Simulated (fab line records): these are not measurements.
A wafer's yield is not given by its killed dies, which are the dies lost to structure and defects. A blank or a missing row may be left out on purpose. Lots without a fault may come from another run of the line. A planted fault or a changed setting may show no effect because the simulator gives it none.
Struck lot and sound lot, side by side ; flow n5Finfet ; 39 steps out of a route of 1938
Sound: the wafers L685.1, L685.2, L685.4. Struck: wafers L695.2, L695.5. Last of all comes the cause.
At each step with rows: each side's tool, then ch and its chambers, then its first start. Under that, the readings that differ: sound wafers ; struck wafers ; difference of the means ; sigmas: that difference in standard deviations of wafers without a fault.
alike: readings whose means differ by less than 2 such deviations, and words and numbers that are the same on both sides. not compared: withheld readings, readings that some wafer has no value for, bounds like >300 that may hide the same value, and numbers for which the record gives no deviation and whose values overlap.
Wherever a step has rows on one side only, a row that says differs or no value, or a row with sigmas, the two part there. Numbers that have no deviation but don't overlap get no sigmas and don't part them. Lack of a reading on every wafer of one side parts them only where that side has two or more wafers.

first, 9 steps without rows for these wafers: N5_BEOL_M12_SOFTBAKE_23 (time 60 s); N5_BEOL_M12_EXPOSE_25 (exposes mask M12); N5_BEOL_M12_PEB_26 (peb time 90 s); N5_BEOL_M12_DEVELOP_27 (develop time 45 s); N5_BEOL_M12_HARDBAKE_32 (time 120 s); N5_BEOL_M12_DESCUM_33 (chemistry O2, time 7.9 s); N5_BEOL_M12_ETCH_67 (etches SiARC in CF4, target depth 143 nm, time 238.3 s); N5_BEOL_M12_ETCH_68 (etches SOC in N2/H2, time 285 s); N5_BEOL_M12_STRIP_69 (strips in N2/H2).
N5_BEOL_M12_TRENCH_ETCH_34: etches SiOC in C4F8/O2/Ar, target depth 318.95 nm, time 125.5 s.
  sound on rieDiel-04 ch 1,2,3, day 13 12:46; struck on rieDiel-04 ch 1,2, day 15 20:32
reading;sound;struck;difference;sigmas
model.etch.depthNm (nm);317.3 322.2 330.3;235.9 235.4;-87.6;
  alike: O2_flow_sccm, drypumpMotorCurrentA, oesProductAu, rfVppV, showerheadPlenumPTorr, throttleValvePct
  not compared: rfHoursCounterH
then, 1 step without rows for these wafers: N5_BEOL_M12_STRIP_70 (strips in C4F8/O2/Ar).
N5_BEOL_M12_OCD_MEAS_35:
  sound on ocd-01, day 13 12:55; struck on ocd-02, day 15 20:41
reading;sound;struck;difference;sigmas
trenchDepthNm (nm);317 322 330;236 235;-88;-17
then, 11 steps without rows for these wafers: N5_BEOL_M12_STRIP_37 (strips in N2/H2); N5_BEOL_M12_ETCH_38 (etches SiCN in CF4/N2, target depth 68.7 nm, time 73.4 s); N5_BEOL_M12_PRECLEAN_39 (cleans in residue remover, time 60 s); N5_BEOL_M12_SRD_40 (time 30 s, dry time 30 s); N5_BEOL_M12_DEGAS_41 (time 60 s); N5_BEOL_M12_PRE_CLEAN_42 (time 30 s); N5_BEOL_M12_SPUTTER_43 (material TaN, target thk 15 nm, time 24.19 s); N5_BEOL_M12_SPUTTER_44 (material Ta, target thk 10 nm, time 16.13 s); N5_BEOL_M12_SPUTTER_45 (material Cu, target thk 80 nm, time 13.33 s); N5_BEOL_M12_ECD_47 (material Cu, target thk 720 nm); N5_BEOL_M12_ANNEAL_48 (time 90 s).
N5_BEOL_M12_CMP_49: polishes, stops on SiOC, t overpolish 20.6 s, target thk 320 nm.
  sound on cmp-02 ch 0,1,3, day 13 15:24; struck on cmp-04 ch 3, day 16 00:58
reading;sound;struck;difference;sigmas
model.Cu_of_BEOL_M12_ECD_47.thkNm (nm);319.8 324.8 332.4;235.2 234.4;-90.9;
  alike: barrierFieldEndpointS, motorCurrentA, overpolishRunS, platenRpm, retainingRingPressureFrac, slurryFlowMlMin
N5_BEOL_M12_THK_MEAS_50: measures by xrf.
  sound on filmMetro-01, day 13 15:41; struck on filmMetro-02, day 16 01:15
reading;sound;struck;difference;sigmas
M12_THK (nm);331 339 345;243 243;-95;-15
then, 2 steps without rows for these wafers: N5_BEOL_M12_PRE_CLEAN_52 (time 15 s); N5_BEOL_M12_DEP_53 (deposits SiCN from 3MS/NH3, target thk 30 nm, time 10.5 s).
N5_BEOL_M12_RS_MEAS_54: a four-point-probe measurement.
  sound on filmMetro-01, day 13 15:49; struck on filmMetro-01, day 16 01:23
reading;sound;struck;difference;sigmas
M12_RS (ohm/sq);0.0600 0.0591 0.0577;0.0830 0.0832;+0.0242;+22
then, 9 steps without rows for these wafers: N5_BEOL_M13_ILD_DEP_00 (deposits SiOC from DEMS/O2, target thk 837.92 nm, time 166.4 s); N5_BEOL_M13_COAT_58 (time 60 s, resist thk 89 nm); N5_BEOL_M13_COAT_04 (resist thk 400 nm); N5_BEOL_M13_EBR_06; N5_BEOL_M13_SOFTBAKE_05 (time 60 s); N5_BEOL_M13_EXPOSE_07 (exposes mask V12); N5_BEOL_M13_PEB_08 (peb time 90 s); N5_BEOL_M13_DEVELOP_09 (develop time 45 s); N5_BEOL_M13_HARDBAKE_14 (time 120 s).
N5_BEOL_M15_RC_MEAS_101:
  sound on prober-02 ch 0, day 14 09:19; struck on prober-02 ch 0, day 16 23:02
reading;sound;struck;difference;sigmas
SERP_M12 (ohm/um);0.623 0.632 0.605;0.873 0.880;+0.257;+15
SERP_M12_max_site (ohm/um);0.636 0.644 0.617;0.886 0.907;+0.264;+15
  alike: COMB_M10, COMB_M11, COMB_M13, COMB_M14, COMB_M15, COMB_M5, COMB_M6, COMB_M7, COMB_M8, COMB_M9, SERP_M10, SERP_M11, SERP_M13, SERP_M14, SERP_M5, SERP_M6, SERP_M7, SERP_M8, SERP_M9
N5_PASSIVATION_PROBE_49:
  sound on prober-01, day 14 22:03; struck on prober-01, day 17 15:58
  alike: defectLimitedYield, killed_at_M0_to_M3, killed_at_M4_up, killedAtContacts, killedAtFrontEnd, killedAtOther, killedDies, killedOnRim, killedOpen, killedShort, sort_bin_5_function, sort_bin_6_memory, sort_bin_8_speed, sortNPass

WHERE THEY PART
At N5_BEOL_M12_OCD_MEAS_35 first; at N5_BEOL_M15_RC_MEAS_101 last (within this record only). Later steps at which nothing parts them and some readings are alike: N5_PASSIVATION_PROBE_49.

WHY: whatever the simulator had introduced
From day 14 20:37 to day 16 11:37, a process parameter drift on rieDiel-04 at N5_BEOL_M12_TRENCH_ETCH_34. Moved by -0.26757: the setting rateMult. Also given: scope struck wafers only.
